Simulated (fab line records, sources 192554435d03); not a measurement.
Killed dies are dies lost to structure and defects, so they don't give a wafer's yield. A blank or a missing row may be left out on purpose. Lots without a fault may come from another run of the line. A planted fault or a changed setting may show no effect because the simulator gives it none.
fab line records | flow n5_finfet
record lots=7 wafers=39
route steps=1938 shown BEOL_M8@1332 BEOL_M11@1536 BEOL_M15@1773
start_h: hours from the record's first day to the start of the lot's first wafer shown | wait_h: hours since the lot's step before | " the same as in the row above | L1.1+2: a row that stands for several wafers | - no value, or no start given | * or withheld: withheld | < > ~ a bound
route shown NAME@n: a module of which the file shows steps, and the number in the route of the first | usual: mean/standard deviation of fault-free wafers | same: alike in all rows | chamber/n: place in a boat | sites: the reading at each site | _std_site: their standard deviation | _edge_site: outer sites' mean less inner sites' | radius_mm: how far each site lies from the wafer's centre | mask NAME#n: copy n | behind: the tool/chamber that last shaped the wafer | hold: why the lot was held/for how many hours/how that ended | device: the transistor (n, p or np) that didn't switch | end of line: the same wafers' tests at the end of the route | a step without rows: its recipe alone | killed: dies lost to structure and defects at the first sort, not the wafer's yield | map: a wafer's dies, x killed, . not, _ none there
set.NAME: the setting as run; set.NAME@STEP: as run at that earlier step | model.NAME: the simulator's own value behind a step, which no gauge read
lots whose settings were changed on purpose; a table a step, a row a wafer
## steps
# step N5_BEOL_M8_ILD_DEP_00
# recipe material=SiCOH_lowk target_thk_a=1797.5 temp_c=300 precursor=DEMS/porogen pressure_torr=5 rf_w=500 time_s=33.4
# columns lot.wafer tool chamber start_h wait_h set.time_s model.SiCOH_lowk_of_BEOL_M8_ILD_DEP_00.thk_nm
L077.1 pecvd-03 0 234.07 0.0 33.4 178
L077.2 " 2 " " 52.52 278.4
L077.3 " 1 " " 52.52 273.4
L077.4 " 2 " " 33.4 182.4
L077.5 " 1 " " 52.52 277.4
L077.6 " 0 " " 33.4 182.6
L089.1 pecvd-03 1 288.75 0.0 33.4 176
L089.2 " 2 " " 33.4 183.6
L089.3 " 0 " " 33.4 180.8
L089.4 " 2 " " 33.4 185
L089.5 " 0 " " 33.4 182.8
L089.6 " 1 " " 33.4 181.2
L087.1 pecvd-02 2 292.84 0.0 21.56 117
L087.2 " 0 " " 21.56 123
L087.3 " 1 " " 21.56 117.2
L087.4 " 0 " " 33.4 185.8
L087.5 " 1 " " 33.4 184.4
L087.6 " 2 " " 33.4 182.2
L090.3 pecvd-04 2 297.79 0.0 33.4 176.6
L090.4 " 0 " " 33.4 184.6
L090.5 " 1 " " 33.4 182.2
L091.1 pecvd-04 0 303.36 0.0 49.22 265.4
L091.2 " 1 " " 33.4 180.8
L091.3 " 2 " " 49.22 260.4
L091.4 " 2 " " 33.4 182.8
L091.5 " 0 " " 49.22 270
L091.6 " 1 " " 33.4 183.8
L097.1 pecvd-04 1 338.67 0.0 33.4 178
L097.2 " 0 " " 33.4 179.8
L097.3 " 2 " " 20.2 109
L097.4 " 0 " " 20.2 110.8
L097.5 " 2 " " 20.2 110.6
L097.6 " 1 " " 33.4 180.2
L096.1 pecvd-04 0 347.48 0.0 28.16 155
L096.2 " 1 " " 33.4 175.6
L096.3 " 2 " " 28.16 150.2
L096.4 " 1 " " 33.4 181.8
L096.5 " 2 " " 33.4 183.6
L096.6 " 0 " " 28.16 156.2
# step N5_BEOL_M8_CURE_74
# recipe temp_c=385 time_s=240 ambient=He/Ar material=SiCOH_lowk
# columns lot.wafer tool chamber start_h wait_h set.time_s@BEOL_M8_ILD_DEP_00 model.SiCOH_lowk_of_BEOL_M8_ILD_DEP_00.thk_nm
L077.1 uv_cure-02 2 234.21 0.1 33.4 153.4
L077.2 " 2 " " 52.52 241.4
L077.3 " 2 " " 52.52 237
L077.4 " 2 " " 33.4 157.2
L077.5 " 2 " " 52.52 240.6
L077.6 " 2 " " 33.4 157.4
L089.1 uv_cure-02 2 288.81 0.0 33.4 151.8
L089.2 " 2 " " 33.4 158.4
L089.3 " 2 " " 33.4 156
L089.4 " 2 " " 33.4 159.6
L089.5 " 2 " " 33.4 157.6
L089.6 " 2 " " 33.4 156.2
L087.1+3 uv_cure-03 2 292.91 0.0 21.56 100.6
L087.2 " 2 " " 21.56 105.6
L087.4 " 2 " " 33.4 160.4
L087.5 " 2 " " 33.4 159
L087.6 " 2 " " 33.4 157
L090.3 uv_cure-01 2 298.18 0.4 33.4 152.2
L090.4 " 2 " " 33.4 159.2
L090.5 " 2 " " 33.4 157.2
L091.1 uv_cure-03 0 303.42 0.0 49.22 230
L091.2 " 0 " " 33.4 155.8
L091.3 " 0 " " 49.22 225.6
L091.4 " 0 " " 33.4 157.6
L091.5 " 0 " " 49.22 234
L091.6 " 0 " " 33.4 158.4
L097.1 uv_cure-03 0 338.73 0.0 33.4 153.4
L097.2 " 0 " " 33.4 155
L097.3 " 0 " " 20.2 93.6
L097.4 " 0 " " 20.2 95.2
L097.5 " 0 " " 20.2 95
L097.6 " 0 " " 33.4 155.4
L096.1 uv_cure-03 0 347.55 0.0 28.16 133.6
L096.2 " 0 " " 33.4 151.4
L096.3 " 0 " " 28.16 129.4
L096.4 " 0 " " 33.4 156.8
L096.5 " 0 " " 33.4 158.4
L096.6 " 0 " " 28.16 134.4
# step N5_BEOL_M8_THK_MEAS_01
# recipe reads=SiCOH_lowk_of_BEOL_M8_ILD_DEP_00
# usual M8_ILD_THK=155.5/2.5
# columns lot.wafer tool chamber start_h wait_h set.time_s@BEOL_M8_ILD_DEP_00 M8_ILD_THK[nm]
L077.1 film_metro-01 - 234.73 0.4 33.4 153.5
L077.2 " - " " 52.52 241.6
L077.3 " - " " 52.52 237.1
L077.4 " - " " 33.4 157.2
L077.5 " - " " 52.52 240.5
L077.6 " - " " 33.4 157.5
L089.1 film_metro-02 - 289.33 0.4 33.4 151.8
L089.2 " - " " 33.4 158.4
L089.3 " - " " 33.4 155.9
L089.4 " - " " 33.4 159.5
L089.5 " - " " 33.4 157.5
L089.6 " - " " 33.4 156.3
L087.1 film_metro-01 - 293.42 0.4 21.56 100.4
L087.2 " - " " 21.56 105.8
L087.3 " - " " 21.56 100.7
L087.4 " - " " 33.4 160.1
L087.5 " - " " 33.4 159.1
L087.6 " - " " 33.4 157.1
L090.3 film_metro-02 - 298.85 0.5 33.4 152.3
L090.4 " - " " 33.4 159.2
L090.5 " - " " 33.4 157.1
L091.1 film_metro-01 - 303.94 0.4 49.22 229.9
L091.2 " - " " 33.4 155.9
L091.3 " - " " 49.22 225.7
L091.4 " - " " 33.4 157.7
L091.5 " - " " 49.22 234.1
L091.6 " - " " 33.4 158.5
L097.1 film_metro-02 - 339.24 0.4 33.4 153.4
L097.2 " - " " 33.4 155.0
L097.3 " - " " 20.2 93.6
L097.4 " - " " 20.2 95.2
L097.5 " - " " 20.2 95.1
L097.6 " - " " 33.4 155.4
L096.1 film_metro-02 - 348.06 0.4 28.16 133.5
L096.2 " - " " 33.4 151.3
L096.3 " - " " 28.16 129.3
L096.4 " - " " 33.4 156.8
L096.5 " - " " 33.4 158.3
L096.6 " - " " 28.16 134.4
# step N5_BEOL_M11_ILD_DEP_00
# recipe material=SiCOH_lowk target_thk_a=3085.1 temp_c=300 precursor=DEMS/porogen pressure_torr=5 rf_w=500 time_s=58
# columns lot.wafer tool chamber start_h wait_h set.target_thk_a model.SiCOH_lowk_of_BEOL_M11_ILD_DEP_00.thk_nm
L077.1 pecvd-02 0 258.55 0.0 4237 426.2
L077.2 " 2 " " 3085.1 308.2
L077.3 " 1 " " 3085.1 311.8
L077.4 " 1 " " 4237 430.8
L077.5 " 2 " " 4237 431.4
L077.6 " 0 " " 3085.1 318.6
L089.1 pecvd-02 2 312.81 0.0 4054 405
L089.2 " 1 " " 3085.1 306.2
L089.3 " 0 " " 3085.1 308.6
L089.4 " 1 " " 3085.1 310.4
L089.5 " 0 " " 4054 402.8
L089.6 " 2 " " 4054 410
L087.1 pecvd-01 2 313.99 0.0 1704 178
L087.2 " 1 " " 3085.1 307.8
L087.3 " 0 " " 3085.1 311.4
L087.4 " 1 " " 1704 174
L087.5 " 2 " " 3085.1 319.2
L087.6 " 0 " " 1704 175.8
L090.3 pecvd-03 0 323.81 0.0 3085.1 305.6
L090.4 " 1 " " 3085.1 312.8
L090.5 " 2 " " 3085.1 309.6
L091.1 pecvd-03 2 331.53 0.0 3085.1 306.2
L091.2 " 0 " " 4027 399.8
L091.3 " 1 " " 3085.1 306.4
L091.4 " 1 " " 3085.1 311.8
L091.5 " 2 " " 4027 406.4
L091.6 " 0 " " 4027 403.2
L097.1 pecvd-02 2 367.29 0.0 2019 205.2
L097.2 " 0 " " 3085.1 306.6
L097.3 " 1 " " 2019 202
L097.4 " 2 " " 3085.1 314
L097.5 " 1 " " 2019 202.4
L097.6 " 0 " " 3085.1 309
L096.1 pecvd-02 0 377.51 0.0 3085.1 305
L096.2+6 " 1,0 " " 3775 377.2
L096.3 " 2 " " 3085.1 312.6
L096.4 " 1 " " 3775 379.2
L096.5 " 2 " " 3085.1 315.2
# step N5_BEOL_M11_CURE_71
# recipe temp_c=385 time_s=240 ambient=He/Ar material=SiCOH_lowk
# columns lot.wafer tool chamber start_h wait_h set.target_thk_a@BEOL_M11_ILD_DEP_00 model.SiCOH_lowk_of_BEOL_M11_ILD_DEP_00.thk_nm
L077.1 uv_cure-01 1 258.63 0.0 4237 372.6
L077.2 " 1 " " 3085.1 267.8
L077.3 " 1 " " 3085.1 271
L077.4 " 1 " " 4237 376.8
L077.5 " 1 " " 4237 377.2
L077.6 " 1 " " 3085.1 277
L089.1 uv_cure-03 1 312.89 0.0 4054 353.6
L089.2 " 1 " " 3085.1 265.8
L089.3 " 1 " " 3085.1 268
L089.4 " 1 " " 3085.1 269.6
L089.5 " 1 " " 4054 351.8
L089.6 " 1 " " 4054 358.2
L087.1 uv_cure-01 2 314.16 0.1 1704 153.6
L087.2 " 2 " " 3085.1 267.4
L087.3 " 2 " " 3085.1 270.6
L087.4 " 2 " " 1704 150
L087.5 " 2 " " 3085.1 277.4
L087.6 " 2 " " 1704 151.6
L090.3 uv_cure-01 1 324.05 0.2 3085.1 265.4
L090.4 " 1 " " 3085.1 271.8
L090.5 " 1 " " 3085.1 269
L091.1 uv_cure-03 2 331.61 0.0 3085.1 266
L091.2 " 2 " " 4027 349.2
L091.3 " 2 " " 3085.1 266.2
L091.4 " 2 " " 3085.1 270.8
L091.5 " 2 " " 4027 355
L091.6 " 2 " " 4027 352.2
L097.1 uv_cure-02 1 367.37 0.0 2019 177.2
L097.2 " 1 " " 3085.1 266.4
L097.3 " 1 " " 2019 174.4
L097.4 " 1 " " 3085.1 272.8
L097.5 " 1 " " 2019 174.8
L097.6 " 1 " " 3085.1 268.4
L096.1 uv_cure-02 1 377.81 0.3 3085.1 265
L096.2 " 1 " " 3775 329
L096.3 " 1 " " 3085.1 271.6
L096.4 " 1 " " 3775 330.6
L096.5 " 1 " " 3085.1 274
L096.6 " 1 " " 3775 328.8
# step N5_BEOL_M11_THK_MEAS_01
# recipe reads=SiCOH_lowk_of_BEOL_M11_ILD_DEP_00
# usual M11_ILD_THK=269/3.3
# columns lot.wafer tool chamber start_h wait_h set.target_thk_a@BEOL_M11_ILD_DEP_00 M11_ILD_THK[nm]
L077.1 film_metro-01 - 259.14 0.4 4237 372
L077.2 " - " " 3085.1 268
L077.3 " - " " 3085.1 271
L077.4 " - " " 4237 377
L077.5 " - " " 4237 377
L077.6 " - " " 3085.1 277
L089.1 film_metro-02 - 313.40 0.4 4054 354
L089.2 " - " " 3085.1 266
L089.3 " - " " 3085.1 268
L089.4 " - " " 3085.1 269
L089.5 " - " " 4054 352
L089.6 " - " " 4054 358
L087.1 film_metro-01 - 314.67 0.4 1704 153
L087.2 " - " " 3085.1 267
L087.3 " - " " 3085.1 271
L087.4 " - " " 1704 150
L087.5 " - " " 3085.1 277
L087.6 " - " " 1704 151
L090.3 film_metro-01 - 324.42 0.3 3085.1 266
L090.4 " - " " 3085.1 272
L090.5 " - " " 3085.1 269
L091.1 film_metro-01 - 332.12 0.4 3085.1 266
L091.2 " - " " 4027 349
L091.3 " - " " 3085.1 266
L091.4 " - " " 3085.1 271
L091.5 " - " " 4027 355
L091.6 " - " " 4027 352
L097.1 film_metro-01 - 367.88 0.4 2019 177
L097.2 " - " " 3085.1 266
L097.3 " - " " 2019 174
L097.4 " - " " 3085.1 273
L097.5 " - " " 2019 175
L097.6 " - " " 3085.1 268
L096.1 film_metro-02 - 378.32 0.4 3085.1 265
L096.2 " - " " 3775 329
L096.3 " - " " 3085.1 272
L096.4 " - " " 3775 331
L096.5 " - " " 3085.1 274
L096.6 " - " " 3775 329
# step N5_BEOL_M15_ILD_DEP_00
# recipe material=SiO2 target_thk_a=16293 temp_c=400 precursor=TEOS/O2 pressure_torr=6.5 rf_w=900 teos_flow_sccm=161.4 gas=O2 flow_sccm=2650 time_s=346.1
# columns lot.wafer tool chamber start_h wait_h set.time_s model.SiO2_of_BEOL_M15_ILD_DEP_00.thk_nm
L077.1 pecvd-01 2 289.95 0.0 477 2269
L077.2 " 1 " " 477 2204
L077.3 " 0 " " 477 2224
L077.4 " 0 " " 346.1 1638
L077.5 " 2 " " 346.1 1677
L077.6 " 1 " " 346.1 1614
L087.1 pecvd-03 1 346.44 0.0 346.1 1598
L087.2 " 0 " " 267.7 1248
L087.3 " 2 " " 346.1 1595
L087.4 " 0 " " 267.7 1270
L087.5 " 1 " " 346.1 1634
L087.6 " 2 " " 267.7 1261
L089.1 pecvd-03 1 348.99 0.0 346.1 1623
L089.2 " 0 " " 346.1 1612
L089.3 " 2 " " 346.1 1630
L089.4 " 0 " " 346.1 1662
L089.5 " 1 " " 346.1 1645
L089.6 " 2 " " 346.1 1629
L090.3 pecvd-03 1 349.27 0.0 346.1 1619
L090.4 " 1 " " 346.1 1632
L090.5 " 2 " " 346.1 1652
L091.1 pecvd-01 0 362.64 0.0 401.7 1868
L091.2 " 1 " " 401.7 1863
L091.3 " 2 " " 346.1 1658
L091.4 " 2 " " 346.1 1662
L091.5 " 1 " " 346.1 1619
L091.6 " 0 " " 401.7 1890
L097.1 pecvd-02 1 393.54 0.0 346.1 1607
L097.2 " 2 " " 346.1 1640
L097.3 " 0 " " 346.1 1590
L097.4 " 1 " " 346.1 1618
L097.5 " 0 " " 346.1 1624
L097.6 " 2 " " 346.1 1687
L096.1 pecvd-02 0 402.56 0.0 346.1 1603
L096.2 " 2 " " 140.5 695.6
L096.3 " 1 " " 140.5 651.6
L096.4 " 2 " " 346.1 1688
L096.5 " 1 " " 346.1 1631
L096.6 " 0 " " 140.5 661.4
# step N5_BEOL_M15_THK_MEAS_01
# recipe reads=SiO2_of_BEOL_M15_ILD_DEP_00
# usual M15_ILD_THK=1637/29
# columns lot.wafer tool chamber start_h wait_h set.time_s@BEOL_M15_ILD_DEP_00 M15_ILD_THK[nm]
L077.1 film_metro-02 - 290.20 0.1 477 2270
L077.2 " - " " 477 2205
L077.3 " - " " 477 2223
L077.4 " - " " 346.1 1637
L077.5 " - " " 346.1 1680
L077.6 " - " " 346.1 1614
L087.1 film_metro-01 - 346.69 0.1 346.1 1598
L087.2 " - " " 267.7 1250
L087.3 " - " " 346.1 1595
L087.4 " - " " 267.7 1271
L087.5 " - " " 346.1 1634
L087.6 " - " " 267.7 1260
L089.1 film_metro-01 - 349.24 0.1 346.1 1622
L089.2 " - " " 346.1 1613
L089.3 " - " " 346.1 1630
L089.4 " - " " 346.1 1662
L089.5 " - " " 346.1 1643
L089.6 " - " " 346.1 1633
L090.3 film_metro-01 - 349.53 0.1 346.1 1619
L090.4 " - " " 346.1 1632
L090.5 " - " " 346.1 1651
L091.1 film_metro-02 - 362.89 0.1 401.7 1867
L091.2 " - " " 401.7 1863
L091.3 " - " " 346.1 1658
L091.4 " - " " 346.1 1661
L091.5 " - " " 346.1 1620
L091.6 " - " " 401.7 1890
L097.1 film_metro-02 - 393.79 0.1 346.1 1607
L097.2 " - " " 346.1 1639
L097.3 " - " " 346.1 1590
L097.4 " - " " 346.1 1619
L097.5 " - " " 346.1 1626
L097.6 " - " " 346.1 1688
L096.1 film_metro-01 - 402.81 0.1 346.1 1604
L096.2 " - " " 140.5 695
L096.3 " - " " 140.5 651
L096.4 " - " " 346.1 1688
L096.5 " - " " 346.1 1631
L096.6 " - " " 140.5 662
# step N5_BEOL_M15_COAT_58
# recipe resist=BARC temp_c=205 time_s=60 spin_rpm=1500 resist_thk_nm=89
# step N5_BEOL_M15_COAT_04
# recipe spin_rpm=1704 resist_thk_nm=800
# step N5_BEOL_M15_DESCUM_15
# recipe chemistry=O2 time_s=7.9 source_power_w=50 bias_power_w=20 pressure_mtorr=20 rf_frequency_hz=2.712e+07 temp_c=40 o2_flow_sccm=225
# step N5_BEOL_M15_ETCH_59
# recipe chemistry=N2/H2 target=BARC target_depth_a=890 overetch_a=267 time_s=67.9 ion_energy_ev=200 pressure_mtorr=30 source_w=840 bias_w=150 n2_flow_sccm=200 h2_flow_sccm=200
# step N5_BEOL_M15_VIA_ETCH_16
# recipe chemistry=C4F8/O2/Ar target=SiO2 he_inner_torr=15 he_outer_torr=30 target_depth_a=17922 time_s=withheld ion_energy_ev=800 pressure_mtorr=20 source_w=1905 bias_w=2040 Ar_flow_sccm=400 C4F8_flow_sccm=16 O2_flow_sccm=12 ends=cleared
# columns lot.wafer tool chamber start_h wait_h set.time_s@BEOL_M15_ILD_DEP_00 model.etch.depth_nm model.coat_of_BEOL_M15_COAT_04.thk_nm
L077.1 rie_diel-03 1 290.67 0.0 * 2269 187
L077.2 " 0 " " * 2204 219.4
L077.3 " 3 " " * 2224 194.2
L077.4 " 2 " " * 1638 341.4
L077.5 " 0 " " * 1677 342.4
L077.6 " 3 " " * 1614 339.8
L087.1 rie_diel-04 3 347.17 0.0 * 1598 339
L087.2 " 2 " " * 1248 430.8
L087.3 " 0 " " * 1595 344.4
L087.4 " 3 " " * 1270 417
L087.5 " 2 " " * 1634 343.4
L087.6 " 0 " " * 1261 423.4
L089.1 rie_diel-02 3 349.76 0.1 * 1623 329
L089.2 " 2 " " * 1612 340.2
L089.3 " 2 " " * 1630 337.2
L089.4 " 3 " " * 1662 318
L089.5 " 2 " " * 1645 333.6
L089.6 " 3 " " * 1629 327
L090.3 rie_diel-04 3 350.13 0.0 * 1619 334.2
L090.4 " 2 " " * 1632 342.2
L090.5 " 3 " " * 1652 326.8
L091.1 rie_diel-04 1 363.37 0.0 * 1868 261.6
L091.2 " 2 " " * 1863 288.4
L091.3 " 0 " " * 1658 326
L091.4 " 1 " " * 1662 310
L091.5 " 0 " " * 1619 337.8
L091.6 " 2 " " * 1890 280.8
L097.1 rie_diel-03 0 394.39 0.0 * 1607 352
L097.2 " 1 " " * 1640 334.2
L097.3 " 3 " " * 1590 339.4
L097.4 " 2 " " * 1618 341
L097.5 " 3 " " * 1624 332.8
L097.6 " 2 " " * 1687 331.2
L096.1 rie_diel-02 3 403.63 0.0 * 1603 332.8
L096.2 " 1 " " * 695.6 552.8
L096.3 " 2 " " * 651.6 567
L096.4 " 0 " " * 1688 323.6
L096.5 " 0 " " * 1631 338.8
L096.6 " 3 " " * 661.5 556.8
## key
split step=N5_BEOL_M8_ILD_DEP_00 setting=time_s stated=33.4 by=wafer
response step=N5_BEOL_M8_ILD_DEP_00 reading=model.SiCOH_lowk_of_BEOL_M8_ILD_DEP_00.thk_nm change=+1.73 per=1% r=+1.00
response step=N5_BEOL_M8_CURE_74 reading=model.SiCOH_lowk_of_BEOL_M8_ILD_DEP_00.thk_nm change=+1.51 per=1% r=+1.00
response step=N5_BEOL_M8_THK_MEAS_01 reading=M8_ILD_THK change=+1.51 per=1% r=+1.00
split step=N5_BEOL_M11_ILD_DEP_00 setting=target_thk_a stated=3085.1 by=wafer
response step=N5_BEOL_M11_ILD_DEP_00 reading=model.SiCOH_lowk_of_BEOL_M11_ILD_DEP_00.thk_nm change=+3.08 per=1% r=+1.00
response step=N5_BEOL_M11_CURE_71 reading=model.SiCOH_lowk_of_BEOL_M11_ILD_DEP_00.thk_nm change=+2.73 per=1% r=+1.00
response step=N5_BEOL_M11_THK_MEAS_01 reading=M11_ILD_THK change=+2.73 per=1% r=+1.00
split step=N5_BEOL_M15_ILD_DEP_00 setting=time_s stated=346.1 by=wafer
response step=N5_BEOL_M15_ILD_DEP_00 reading=model.SiO2_of_BEOL_M15_ILD_DEP_00.thk_nm change=+16 per=1% r=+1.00
response step=N5_BEOL_M15_THK_MEAS_01 reading=M15_ILD_THK change=+16 per=1% r=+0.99
response step=N5_BEOL_M15_VIA_ETCH_16 reading=model.etch.depth_nm change=+16 per=1% r=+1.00
response step=N5_BEOL_M15_VIA_ETCH_16 reading=model.coat_of_BEOL_M15_COAT_04.thk_nm change=-3.74 per=1% r=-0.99
